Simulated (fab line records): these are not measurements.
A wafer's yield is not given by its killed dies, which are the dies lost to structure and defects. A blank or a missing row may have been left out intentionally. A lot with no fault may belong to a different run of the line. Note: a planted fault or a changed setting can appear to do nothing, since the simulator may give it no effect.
Matching of chambers | flow nandHarc | 3 sister chambers for NHARC_P_M2_PRE_CLEAN_32 on pecvd-04
The step time 12 s. 14 wafers are shown with their chamber, then 7 later ones without.

WAFERS, EACH WITH ITS CHAMBER
wafer  | chamber | heaterPowerW (W)
L260.2 | 1       | 555
L260.3 | 2       | 629
L260.4 | 1       | 563
L262.1 | 1       | 578
L262.4 | 1       | 568
L262.5 | 0       | 736
L263.2 | 1       | 551
L263.3 | 0       | 690
L263.5 | 1       | 549
L267.1 | 1       | 574
L267.4 | 0       | 712
L267.6 | 1       | 574
L275.4 | 2       | 588
L275.5 | 0       | 628

SIGNATURES, as means of the wafers listed above
reading      | chamber 0 | chamber 1 | chamber 2 | scatter within a chamber
heaterPowerW | 691.50    | 564.00    | 608.50    | 27.2
Rule: a wafer lies at a distance from a chamber equal to the root of the sum of squares, over the readings, of (its reading less the chamber's mean, divided by the reading's scatter). The wafer belongs to the nearest chamber; if the next one is less than 2 further off, it can't be placed. The scatter is the square root of a quotient: the sum, over the shown wafers, of each reading's squared deviation from its chamber's mean, divided by wafers minus chambers.

WAFERS MISSING THEIR CHAMBER
wafer  | heaterPowerW (W)
L275.6 | 534
L279.2 | 549
L279.5 | 561
L279.6 | 551
L280.1 | 523
L280.4 | 683
L280.5 | 635

CHAMBER TAKEN BY EACH
wafer  | from the rows above          | in truth
L275.6 | can't be placed: 1 or 2      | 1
L279.2 | can't be placed: 1 or 2      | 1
L279.5 | can't be placed: 1 or 2      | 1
L279.6 | can't be placed: 1 or 2      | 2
L280.1 | can't be placed: 1 or 2      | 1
L280.4 | 0                            | 0
L280.5 | can't be placed: 2 or 0 or 1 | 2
1 of 7 placed correctly. These rows do not allow placing 6 (true chamber among the candidates in 6). 0 placed wrongly.
